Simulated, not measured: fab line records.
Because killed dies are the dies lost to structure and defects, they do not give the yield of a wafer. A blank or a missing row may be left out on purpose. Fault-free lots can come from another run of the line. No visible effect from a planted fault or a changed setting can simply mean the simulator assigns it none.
Struck lot and sound lot, side by side | flow nandHarc | 14 out of 1159 route steps
Sound: the wafers L377.1, L377.5, L377.6. The struck wafers were L385.2, L385.6. The cause comes at the end.
Each step with rows lists, per side, the tool, then ch with its chambers, then its first start. Under that, the readings that differ: sound wafers | struck wafers | difference of the means | sigmas: that difference in standard deviations of wafers without a fault.
alike: readings whose means differ by less than 2 such deviations, and words and numbers that are the same on both sides. not compared: withheld readings, readings that some wafer has no value for, bounds like >300 that may hide the same value, and numbers for which the record gives no deviation and whose values overlap.
A row with sigmas, a row that says differs or no value, or rows on one side alone: a step with any of these is where the two part. Non-overlapping numbers with no deviation appear without sigmas and do not part them. A reading missing from all wafers of one side parts the sides only when that side holds two or more wafers.

NHARC_A_CHANNEL_FILL_D1_ALD_15: deposits SiNx, target thk 2 nm, pulse time 60 s, ald cycles 19.
  sound on aldSinBatch-03 ch 0; struck on aldSinBatch-02 ch 0
reading            | sound                | struck | difference                    | sigmas
susceptorTempC (C) | 629.41 629.62 629.90 | - -    | no value on the struck wafers | 
  alike: precursorPulseHeightRel
  not compared: aldCycles
NHARC_A_CHANNEL_FILL_D1_ALD_16: deposits SiO2, target thk 1.5 nm, pulse time 10 s, ald cycles 15.
  sound on aldHk-04 ch 0,1,3, day 11 13:01; struck on aldHk-01 ch 1,3, day 13 01:39
  alike: heaterPowerW, precursorPulseHeightRel, susceptorTempC
  not compared: aldCycles, sinceWetCleanH
then, 2 steps without rows for these wafers: NHARC_A_CHANNEL_FILL_D1_ANNEAL_17 (time 1800 s); NHARC_A_CHANNEL_FILL_D1_CVD_18 (deposits poly-Si, target thk 3 nm).
NHARC_A_CHANNEL_FILL_D1_ETCHBACK_19: etches the open film in HBr/Cl2, target depth 5 nm, time 1.7 s.
  sound on rieSi-01 ch 1,2,3, day 12 00:53; struck on rieSi-04 ch 1,3, day 13 13:15
  alike: drypumpMotorCurrentA, hbrFlowSccm, oesProductAu, throttleValvePct
  not compared: rfHoursCounterH
NHARC_A_CHANNEL_FILL_D1_ETCHBACK_20: etches the open film in C4F8/O2/Ar, target depth 27 nm, time 13.5 s.
  sound on rieDiel-08 ch 0,1,2, day 12 01:01; struck on rieDiel-08 ch 0,3, day 13 13:23
reading             | sound          | struck    | difference | sigmas
oesProductAu (a.u.) | 0.91 0.93 0.90 | 0.99 1.00 | +0.08      | +2
  alike: rfVppV
  not compared: rfHoursCounterH
then, 5 steps without rows for these wafers: NHARC_A_CHANNEL_FILL_D1_STRIP_28 (strips in O2, time 20 s); NHARC_A_CHANNEL_FILL_D1_PRECLEAN_21 (cleans in dHF, time 30 s); NHARC_A_CHANNEL_FILL_D1_SRD_23; NHARC_A_CHANNEL_FILL_D1_CVD_05 (deposits poly-Si, target thk 5 nm); NHARC_A_CHANNEL_FILL_D1_ANNEAL_22 (time 7200 s).
NHARC_A_CHANNEL_FILL_D1_ALD_25: deposits SiOx, target thk 60 nm, pulse time 10 s, ald cycles 600.
  sound on aldHk-01 ch 2,3, day 12 14:01; struck on aldHk-04 ch 0,1, day 14 09:00
reading   | sound       | struck  | difference | sigmas
aldCycles | 600 600 600 | 285 285 | -315       | 
  alike: heaterPowerW, precursorPulseHeightRel, susceptorTempC
  not compared: sinceWetCleanH
NHARC_A_CHANNEL_FILL_D1_ETCHBACK_08: etches the open film in C4F8, target depth 220 nm, time 110 s.
  sound on rieDiel-08 ch 1,2,3; struck on rieDiel-05 ch 1,3
  alike: oesProductAu, rfVppV
  not compared: rfHoursCounterH
NHARC_END_SORT_01:
  the record has rows for the sound wafers here (prober-02 ch 0, day 22 14:10) and none for the struck ones

## WHERE THEY PART
First at NHARC_A_CHANNEL_FILL_D1_ALD_15; last, within this record, at NHARC_END_SORT_01.

WHY: whatever the simulator had introduced
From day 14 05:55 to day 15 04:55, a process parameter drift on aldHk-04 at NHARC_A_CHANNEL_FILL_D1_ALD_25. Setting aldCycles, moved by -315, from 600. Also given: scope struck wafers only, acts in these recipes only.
